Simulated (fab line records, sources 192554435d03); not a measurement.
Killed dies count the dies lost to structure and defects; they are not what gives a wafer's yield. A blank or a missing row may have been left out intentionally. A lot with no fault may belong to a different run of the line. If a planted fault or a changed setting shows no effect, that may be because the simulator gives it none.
fab line records + flow n5_finfet
[record]
- lots = 11
- wafers = 31
- last_day = 16
route steps=1938 shown MOL_CONTACT_COAG@575 BEOL_M4@1111 PASSIVATION@1936
lots that met no fault: taken from a fault-free run of the same line
start_h: the number of hours between the record's first day and the start of the first shown wafer of the lot + wait_h: hours elapsed since this lot's preceding step + " unchanged from the row above + L1.1+2: a row that stands for several wafers + - either no value or no given start + * or withheld: withheld + < > ~ a bound
route shown NAME@n: NAME is a module with steps in the file, n the number in the route of the first one + usual: the fault-free wafers' mean and standard deviation + same: alike in all rows + chamber/n: place in a boat + sites: per-site readings + _std_site: their standard deviation + _edge_site: the outer-site mean with the inner-site mean subtracted + radius_mm: for every site, how far away it sits from the centre of the wafer + mask NAME#n: copy n + behind: the tool/chamber that last shaped the wafer + hold: why the lot was held/for how many hours/how that ended + device: the n, p or np transistor that did not switch + end of line: at the end of the route, the tests of the same wafers + where a step has no rows: the recipe by itself + killed: dies that structure and defects cost at the first sort, which is not the same as the wafer's yield + map: the dies of a wafer, with x for killed, . for not killed, _ for no die there
set.NAME: setting as actually run; set.NAME@STEP: the setting as run at that earlier step + model.NAME: the simulator's own value behind a step, which no gauge read
a sample of lots followed through the steps of the route, with each step as a table and each wafer as a row
services: from which hour (start_h, from the record's first day; less than 0 if before it) a tool's chamber was out of use, for how many hours, and why
[[steps]]
[step N5_MOL_CONTACT_COAG_INSPECT_57]
[recipe]
- mode = adi
- inspect_instrument = brightfield
[usual]
- raw_defect_count = 207/52
| lot.wafer | tool              | chamber | start_h | wait_h | raw_defect_count |
|-----------|-------------------|---------|---------|--------|------------------|
| L463.3    | defect_inspect-01 | -       | 116.90  | 0.0    | 227              |
| L463.4    | "                 | -       | "       | "      | 223              |
| L463.6    | "                 | -       | "       | "      | 233              |
| L464.2    | defect_inspect-02 | -       | 121.47  | 0.0    | 220              |
| L464.5    | "                 | -       | "       | "      | 190              |
| L466.1    | defect_inspect-02 | -       | 136.57  | 0.1    | 122              |
| L466.3    | "                 | -       | "       | "      | 153              |
| L466.5    | "                 | -       | "       | "      | 149              |
| L467.1    | defect_inspect-01 | -       | 136.92  | 0.1    | 218              |
| L467.2    | "                 | -       | "       | "      | 182              |
| L467.4    | "                 | -       | "       | "      | 250              |
| L469.1    | defect_inspect-01 | -       | 146.18  | 0.1    | 214              |
| L469.2    | "                 | -       | "       | "      | 256              |
| L469.3    | "                 | -       | "       | "      | 228              |
| L470.3    | defect_inspect-02 | -       | 154.05  | 0.0    | 207              |
| L470.4    | "                 | -       | "       | "      | 174              |
| L475.1    | defect_inspect-01 | -       | 188.64  | 0.1    | 196              |
| L475.3    | "                 | -       | "       | "      | 141              |
| L475.5    | "                 | -       | "       | "      | 222              |
| L476.1    | defect_inspect-02 | -       | 192.09  | 0.1    | 116              |
| L476.5    | "                 | -       | "       | "      | 165              |
| L476.6    | "                 | -       | "       | "      | 144              |
| L481.1    | defect_inspect-02 | -       | 223.04  | 0.1    | 176              |
| L481.2    | "                 | -       | "       | "      | 302              |
| L481.3    | "                 | -       | "       | "      | 268              |
| L482.2    | defect_inspect-02 | -       | 225.29  | 0.0    | 254              |
| L482.3    | "                 | -       | "       | "      | 229              |
| L482.5    | "                 | -       | "       | "      | 195              |
| L483.2    | defect_inspect-01 | -       | 229.83  | 0.0    | 222              |
| L483.4    | "                 | -       | "       | "      | 270              |
| L483.5    | "                 | -       | "       | "      | 189              |
[step N5_MOL_CONTACT_COAG_ETCHBACK_132]
[recipe]
- chemistry = CHF3
- target = SiO2
- target_depth_a = 100
- time_s = 6.7
- ion_energy_ev = 200
- pressure_mtorr = 30
- source_w = 610
- bias_w = 170
- Ar_flow_sccm = 200
- CHF3_flow_sccm = 50
[usual]
- bias_w = 170.0/0.48
- drypump_motor_current_A = 5.8/0.46
- oes_product_au = 0.77/0.056
- rf_vpp_V = 519/11
- showerhead_plenum_p_Torr = 2.41/0.04
- throttle_valve_pct = 18.82/0.22
| lot.wafer | tool        | chamber | start_h | wait_h | bias_w | drypump_motor_current_A | oes_product_au | rf_hours_counter_h | rf_vpp_V | showerhead_plenum_p_Torr | throttle_valve_pct |
|-----------|-------------|---------|---------|--------|--------|-------------------------|----------------|--------------------|----------|--------------------------|--------------------|
| L463.3    | rie_diel-02 | 0       | 117.24  | 0.1    | 171.2  | 6.5                     | 0.88           | 39                 | 519      | 2.51                     | 18.65              |
| L463.4    | "           | 1       | "       | "      | 170.1  | 6.3                     | 0.71           | 208                | 518      | 2.36                     | 18.57              |
| L463.6    | "           | 2       | "       | "      | 170.0  | 5.1                     | 0.73           | -                  | 511      | 2.39                     | 19.21              |
| L464.2    | rie_diel-02 | 2       | 121.82  | 0.1    | 169.8  | 5.1                     | 0.73           | 175                | 511      | 2.39                     | 19.22              |
| L464.5    | "           | 2       | "       | "      | 170.4  | 5.1                     | 0.73           | -                  | 511      | 2.39                     | 19.21              |
| L466.1    | rie_diel-06 | 0       | 136.92  | 0.1    | 168.8  | 6.4                     | 0.72           | 184                | 508      | 2.36                     | 19.04              |
| L466.3    | "           | 2       | "       | "      | 170.1  | 5.5                     | 0.80           | 98                 | 508      | 2.40                     | 18.62              |
| L466.5    | "           | 2       | "       | "      | 169.6  | 5.5                     | 0.81           | -                  | 508      | 2.40                     | 18.62              |
| L467.1    | rie_diel-06 | 2       | 137.27  | 0.1    | 169.7  | 5.5                     | 0.80           | 98                 | 508      | 2.40                     | 18.63              |
| L467.2    | "           | 1       | "       | "      | 168.8  | 5.7                     | 0.72           | 190                | 519      | 2.45                     | 18.78              |
| L467.4    | "           | 3       | "       | "      | 170.8  | 5.7                     | 0.84           | 73                 | 530      | 2.43                     | 18.91              |
| L469.1    | rie_diel-02 | 1       | 146.53  | 0.1    | 170.0  | 6.3                     | 0.70           | 216                | 517      | 2.36                     | 18.57              |
| L469.2    | "           | 2       | "       | "      | 170.1  | 5.1                     | 0.73           | 182                | 511      | 2.39                     | 19.24              |
| L469.3    | "           | 3       | "       | "      | 170.3  | 5.9                     | 0.77           | 112                | 498      | 2.39                     | 19.00              |
| L470.3    | rie_diel-06 | 1       | 155.12  | 0.1    | 169.7  | 5.7                     | 0.71           | 198                | 519      | 2.45                     | 18.80              |
| L470.4    | "           | 2       | "       | "      | 170.4  | 5.5                     | 0.78           | 106                | 509      | 2.40                     | 18.62              |
| L475.1    | rie_diel-02 | 3       | 189.72  | 0.1    | 170.3  | 5.9                     | 0.76           | 122                | 497      | 2.39                     | 19.01              |
| L475.3    | "           | 2       | "       | "      | 169.8  | 5.1                     | 0.72           | 191                | 514      | 2.39                     | 19.22              |
| L475.5    | "           | 0       | "       | "      | 170.8  | 6.5                     | 0.87           | -                  | 520      | 2.50                     | 18.70              |
| L476.1    | rie_diel-06 | 2       | 192.57  | 0.1    | 169.2  | 5.5                     | 0.77           | 121                | 507      | 2.39                     | 18.66              |
| L476.5    | "           | 0       | "       | "      | 170.3  | 6.4                     | 0.69           | -                  | 509      | 2.36                     | 19.08              |
| L476.6    | "           | 3       | "       | "      | 169.7  | 5.7                     | 0.81           | -                  | 531      | 2.42                     | 18.95              |
| L481.1    | rie_diel-02 | 1       | 223.68  | 0.1    | 169.4  | 6.2                     | 0.69           | 238                | 518      | 2.35                     | 18.64              |
| L481.2    | "           | 3       | "       | "      | 169.4  | 5.9                     | 0.74           | 135                | 499      | 2.38                     | 19.03              |
| L481.3    | "           | 2       | "       | "      | 170.2  | 5.1                     | 0.70           | 203                | 513      | 2.38                     | 19.25              |
| L482.2    | rie_diel-05 | 3       | 226.56  | 0.3    | 169.8  | 5.5                     | 0.80           | 109                | 517      | 2.48                     | 18.46              |
| L482.3    | "           | 1       | "       | "      | 169.9  | 6.2                     | 0.82           | 102                | 535      | 2.41                     | 18.93              |
| L482.5    | "           | 0       | "       | "      | 169.8  | 5.5                     | 0.78           | -                  | 532      | 2.40                     | 19.07              |
| L483.2    | rie_diel-06 | 1       | 230.35  | 0.1    | 169.8  | 5.7                     | 0.69           | 225                | 517      | 2.44                     | 18.84              |
| L483.4    | "           | 2       | "       | "      | 170.1  | 5.5                     | 0.75           | 137                | 508      | 2.39                     | 18.68              |
| L483.5    | "           | 1       | "       | "      | 170.6  | 5.7                     | 0.68           | -                  | 518      | 2.44                     | 18.85              |
[step N5_MOL_CONTACT_COAG_COAT_34]
[recipe]
- resist = CAR-EUV
- spin_rpm = 1500
- resist_thk_nm = 40
[usual]
- spin_speed_rpm = 1500.2/1.1
| lot.wafer | tool           | chamber | start_h | wait_h | spin_speed_rpm |
|-----------|----------------|---------|---------|--------|----------------|
| L463.3    | litho_track-03 | 0       | 117.78  | -      | 1499.6         |
| L463.4    | "              | 0       | "       | "      | 1501.1         |
| L463.6    | "              | 0       | "       | "      | 1498.3         |
| L464.2    | litho_track-03 | 0       | 122.70  | -      | 1499.5         |
| L464.5    | "              | 0       | "       | "      | 1499.4         |
| L466.1    | litho_track-05 | 0       | 137.46  | -      | 1500.0         |
| L466.3    | "              | 0       | "       | "      | 1499.2         |
| L466.5    | "              | 0       | "       | "      | 1500.4         |
| L467.1    | litho_track-03 | 0       | 137.81  | -      | 1498.5         |
| L467.2    | "              | 0       | "       | "      | 1499.0         |
| L467.4    | "              | 0       | "       | "      | 1499.4         |
| L469.1    | litho_track-02 | 0       | 147.06  | -      | 1498.9         |
| L469.2    | "              | 0       | "       | "      | 1499.6         |
| L469.3    | "              | 0       | "       | "      | 1498.1         |
| L470.3    | litho_track-03 | 0       | 155.65  | -      | 1498.4         |
| L470.4    | "              | 0       | "       | "      | 1499.2         |
| L475.1    | litho_track-03 | 0       | 190.25  | -      | 1634.4         |
| L475.3    | "              | 0       | "       | "      | 1635.2         |
| L475.5    | "              | 0       | "       | "      | 1632.8         |
| L476.1    | litho_track-03 | 0       | 193.11  | -      | 1635.4         |
| L476.5    | "              | 0       | "       | "      | 1633.7         |
| L476.6    | "              | 0       | "       | "      | 1634.4         |
| L481.1    | litho_track-05 | 0       | 224.22  | -      | 1501.5         |
| L481.2    | "              | 0       | "       | "      | 1498.0         |
| L481.3    | "              | 0       | "       | "      | 1500.2         |
| L482.2    | litho_track-05 | 0       | 227.11  | -      | 1500.6         |
| L482.3    | "              | 0       | "       | "      | 1500.5         |
| L482.5    | "              | 0       | "       | "      | 1501.3         |
| L483.2    | litho_track-05 | 0       | 230.88  | -      | 1498.7         |
| L483.4    | "              | 0       | "       | "      | 1504.4         |
| L483.5    | "              | 0       | "       | "      | 1502.2         |
[step N5_MOL_CONTACT_COAG_OVL_MEAS_41]
[recipe]
- points_per_wafer = 522
[usual]
- VD_OVL = 0.1/0.79
| lot.wafer | tool       | chamber | start_h | wait_h | VD_OVL[nm] |
|-----------|------------|---------|---------|--------|------------|
| L463.3    | overlay-01 | 0       | 118.22  | 0.0    | 0.4        |
| L463.4    | "          | 0       | "       | "      | 0.7        |
| L463.6    | "          | 0       | "       | "      | -0.4       |
| L464.2    | overlay-01 | 0       | 123.01  | 0.0    | 1.1        |
| L464.5    | "          | 0       | "       | "      | -0.1       |
| L466.1    | overlay-02 | 0       | 137.76  | 0.0    | 0.0        |
| L466.3    | "          | 0       | "       | "      | 0.7        |
| L466.5    | "          | 0       | "       | "      | 0.5        |
| L467.1    | overlay-01 | 0       | 138.11  | 0.0    | 1.0        |
| L467.2    | "          | 0       | "       | "      | -0.2       |
| L467.4    | "          | 0       | "       | "      | -0.2       |
| L469.1    | overlay-02 | 0       | 147.49  | 0.0    | 0.8        |
| L469.2    | "          | 0       | "       | "      | -0.3       |
| L469.3    | "          | 0       | "       | "      | -0.2       |
| L470.3    | overlay-02 | 0       | 155.97  | 0.0    | 0.2        |
| L470.4    | "          | 0       | "       | "      | -0.6       |
| L475.1    | overlay-02 | 0       | 190.56  | 0.0    | -0.6       |
| L475.3    | "          | 0       | "       | "      | -0.4       |
| L475.5    | "          | 0       | "       | "      | -1.0       |
| L476.1    | overlay-02 | 0       | 193.41  | 0.0    | -0.2       |
| L476.5    | "          | 0       | "       | "      | -0.7       |
| L476.6    | "          | 0       | "       | "      | -0.7       |
| L481.1    | overlay-01 | 0       | 224.53  | 0.0    | 0.8        |
| L481.2    | "          | 0       | "       | "      | -0.4       |
| L481.3    | "          | 0       | "       | "      | 0.1        |
| L482.2    | overlay-01 | 0       | 227.54  | 0.0    | 0.5        |
| L482.3    | "          | 0       | "       | "      | -1.5       |
| L482.5    | "          | 0       | "       | "      | -0.1       |
| L483.2    | overlay-02 | 0       | 231.32  | 0.0    | -0.8       |
| L483.4    | "          | 0       | "       | "      | -1.8       |
| L483.5    | "          | 0       | "       | "      | -0.1       |
[step N5_BEOL_M4_RC_MEAS_101]
[usual]
- DIBL_N = 35.9/1.6
- DIBL_P = 35.6/2.1
- IOFF_N = 0.149/0.029
- IOFF_P = 0.20/0.033
- ION_N = 671/11
- ION_P = 460/7.3
- SS_N = 71.4/0.62
- SS_P = 73.2/0.65
- VT_N = 251/3.1
- VT_P = -251/3.4
| lot.wafer | tool      | chamber | start_h | wait_h | DIBL_N[mV/V] | DIBL_P[mV/V] | IOFF_N[nA/um] | IOFF_P[nA/um] | ION_N[uA/um] | ION_P[uA/um] | SS_N[mV/dec] | SS_P[mV/dec] | VT_N[mV] | VT_P[mV] |
|-----------|-----------|---------|---------|--------|--------------|--------------|---------------|---------------|--------------|--------------|--------------|--------------|----------|----------|
| L463.3    | prober-01 | 0       | 180.00  | 0.3    | 34.8         | 36.8         | 0.153         | 0.19          | 687          | 462          | 71.7         | 73.5         | 252      | -255     |
| L463.4    | "         | 0       | "       | "      | 35.9         | 38.6         | 0.169         | 0.20          | 676          | 455          | 72.1         | 73.4         | 252      | -253     |
| L463.6    | "         | 0       | "       | "      | 33.8         | 35.6         | 0.124         | 0.17          | 654          | 454          | 71.4         | 72.9         | 260      | -256     |
| L464.2    | prober-02 | 0       | 182.65  | 0.2    | 35.5         | 36.8         | 0.138         | 0.18          | 668          | 454          | 71.2         | 73.5         | 251      | -256     |
| L464.5    | "         | 0       | "       | "      | 34.7         | 35.0         | 0.136         | 0.16          | 668          | 452          | 71.5         | 72.3         | 253      | -256     |
| L467.1    | prober-02 | 0       | 196.43  | 0.0    | 36.4         | 36.1         | 0.144         | 0.17          | 659          | 444          | 72.3         | 72.7         | 252      | -258     |
| L467.2    | "         | 0       | "       | "      | 35.6         | 37.0         | 0.144         | 0.18          | 665          | 452          | 71.3         | 72.4         | 250      | -254     |
| L467.4    | "         | 0       | "       | "      | 36.7         | 38.0         | 0.158         | 0.20          | 668          | 459          | 71.3         | 73.1         | 251      | -252     |
| L466.1    | prober-02 | 0       | 199.72  | 0.0    | 35.4         | 33.4         | 0.133         | 0.18          | 668          | 459          | 70.8         | 72.8         | 251      | -251     |
| L466.3    | "         | 0       | "       | "      | 34.4         | 31.4         | 0.114         | 0.15          | 664          | 456          | 71.0         | 72.5         | 254      | -254     |
| L466.5    | "         | 0       | "       | "      | 36.6         | 34.7         | 0.152         | 0.19          | 677          | 459          | 71.3         | 73.8         | 250      | -251     |
| L469.1    | prober-01 | 0       | 209.04  | 0.0    | 36.0         | 38.9         | 0.162         | 0.24          | 676          | 477          | 70.3         | 73.6         | 250      | -247     |
| L469.2    | "         | 0       | "       | "      | 36.4         | 37.9         | 0.158         | 0.22          | 681          | 468          | 71.3         | 73.6         | 248      | -248     |
| L469.3    | "         | 0       | "       | "      | 36.3         | 38.7         | 0.175         | 0.24          | 704          | 480          | 71.8         | 73.8         | 248      | -245     |
| L470.3    | prober-01 | 0       | 222.92  | 0.3    | 32.7         | 32.2         | 0.106         | 0.16          | 651          | 456          | 70.9         | 72.7         | 256      | -254     |
| L470.4    | "         | 0       | "       | "      | 35.6         | 35.6         | 0.159         | 0.21          | 677          | 472          | 70.7         | 73.2         | 247      | -247     |
| L475.1    | prober-02 | 0       | 254.23  | 0.0    | 34.7         | 34.8         | 0.127         | 0.18          | 663          | 454          | 71.2         | 73.1         | 253      | -252     |
| L475.3    | "         | 0       | "       | "      | 35.5         | 36.1         | 0.143         | 0.19          | 675          | 457          | 71.6         | 72.4         | 252      | -251     |
| L475.5    | "         | 0       | "       | "      | 37.9         | 38.3         | 0.178         | 0.23          | 670          | 457          | 72.4         | 74.4         | 251      | -249     |
| L476.1    | prober-01 | 0       | 257.33  | 0.0    | 37.1         | 35.7         | 0.152         | 0.18          | 673          | 462          | 71.7         | 73.0         | 252      | -253     |
| L476.5    | "         | 0       | "       | "      | 37.1         | 36.3         | 0.158         | 0.19          | 670          | 464          | 72.0         | 73.3         | 250      | -253     |
| L476.6    | "         | 0       | "       | "      | 37.4         | 37.6         | 0.155         | 0.20          | 677          | 460          | 72.0         | 73.9         | 251      | -250     |
| L481.1    | prober-01 | 0       | 283.36  | 0.0    | 35.7         | 34.9         | 0.132         | 0.20          | 672          | 465          | 72.0         | 73.4         | 254      | -250     |
| L481.2    | "         | 0       | "       | "      | 33.7         | 32.6         | 0.110         | 0.17          | 651          | 454          | 70.9         | 72.2         | 254      | -249     |
| L481.3    | "         | 0       | "       | "      | 36.3         | 35.9         | 0.150         | 0.21          | 664          | 453          | 71.7         | 73.2         | 252      | -248     |
| L482.2    | prober-02 | 0       | 288.99  | 0.2    | 36.6         | 35.6         | 0.183         | 0.23          | 677          | 466          | 72.1         | 73.3         | 245      | -249     |
| L482.3    | "         | 0       | "       | "      | 35.3         | 35.2         | 0.175         | 0.23          | 686          | 469          | 71.3         | 73.8         | 245      | -248     |
| L482.5    | "         | 0       | "       | "      | 35.5         | 34.1         | 0.161         | 0.20          | 670          | 457          | 72.1         | 73.5         | 248      | -251     |
| L483.2    | prober-02 | 0       | 300.61  | 0.2    | 36.8         | 35.2         | 0.157         | 0.21          | 681          | 468          | 70.7         | 73.0         | 253      | -250     |
| L483.4    | "         | 0       | "       | "      | 38.7         | 38.1         | 0.199         | 0.26          | 683          | 467          | 71.9         | 73.8         | 245      | -244     |
| L483.5    | "         | 0       | "       | "      | 39.1         | 38.4         | 0.213         | 0.27          | 697          | 475          | 72.5         | 74.2         | 244      | -248     |
[step N5_PASSIVATION_PROBE_49]
[usual]
- defect_limited_yield = 90.9/1.5
- killed_at_M0_to_M3 = 36/9.9
- killed_at_M4_up = 13/4.5
- killed_at_contacts = 13/6.4
- killed_at_front_end = 42/12
- killed_at_other = 3.4/3
- killed_dies = 107/18
- killed_open = 69/13
- killed_short = 35/8.2
- sort_bin_5_function = 5.3/1.1
- sort_bin_6_memory = 3.4/0.69
- sort_n_pass = 1073/18
- sort_yield_pct = 90.9/1.5
[same]
- gross_dies = 1180
- killed_at_back_side = 0
- sort_bin_4_leakage[%] = 0
- sort_bin_8_speed[%] = 0
| lot.wafer | tool      | chamber | start_h | wait_h | defect_limited_yield[%] | killed_at_M0_to_M3 | killed_at_M4_up | killed_at_contacts | killed_at_front_end | killed_at_other | killed_dies | killed_open | killed_short | sort_bin_5_function[%] | sort_bin_6_memory[%] | sort_n_pass | sort_yield_pct[%] |
|-----------|-----------|---------|---------|--------|-------------------------|--------------------|-----------------|--------------------|---------------------|-----------------|-------------|-------------|--------------|------------------------|----------------------|-------------|-------------------|
| L475.3    | prober-01 | -       | 352.18  | 0.1    | 90.0                    | 51                 | 13              | 3                  | 45                  | 6               | 118         | 70          | 40           | 5.1                    | 4.2                  | 1062        | 90.0              |
// killed by level:class
L475.3 BEOL_M0_SAQP:geometric_particle:short=17 BEOL_M0_SAQP:geometric_particle:open=13 BEOL_M2:geometric_particle:open=12 FIN_SAQP:geometric_particle:open=9 STI_FIN_REVEAL:geometric_particle:open=8 DUMMY_GATE:geometric_particle:open=6 BEOL_M4:geometric_particle:open=5 HKMG_FIN:area_etch=5
[[services]]
| tool           | chamber | start_h | hours | kind                      |
|----------------|---------|---------|-------|---------------------------|
| litho_track-02 | -       | 142.72  | -     | consumable_replace:filter |
| rie_diel-02    | -       | 156.72  | 16.8  | repair                    |
| rie_diel-06    | 1       | 161.09  | 4.9   | repair                    |
| rie_diel-05    | 2       | 164.28  | 5.6   | repair                    |
| litho_track-05 | -       | 173.30  | -     | consumable_replace:filter |
| litho_track-03 | -       | 176.20  | -     | consumable_replace:filter |
| rie_diel-06    | 3       | 211.16  | 15.1  | repair                    |
| rie_diel-02    | 2       | 226.34  | 13.2  | repair                    |
[[key]]
[first_sign]
- step = N5_MOL_CONTACT_COAG_COAT_34
- reading = spin_speed_rpm
- direction = up
- sigmas = 99+
- usual = *
- struck = *
effect none on later readings
met_at N5_MOL_CONTACT_COAG_COAT_34
struck_lots L475,L476
not_acting_at N5_MOL_CONTACT_COAG_INSPECT_57,N5_MOL_CONTACT_COAG_ETCHBACK_132,N5_MOL_CONTACT_COAG_OVL_MEAS_41
onset_between 155.65 190.25
[fault]
- kind = process_parameter_drift
- tool = litho_track-03
- chamber = -
- onset_h = 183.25
- steps = N5_MOL_CONTACT_COAG_COAT_34
- channel = spin_rpm
- offset = *
- shape = step
- end_h = 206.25
- acts_in = *
- stated = *
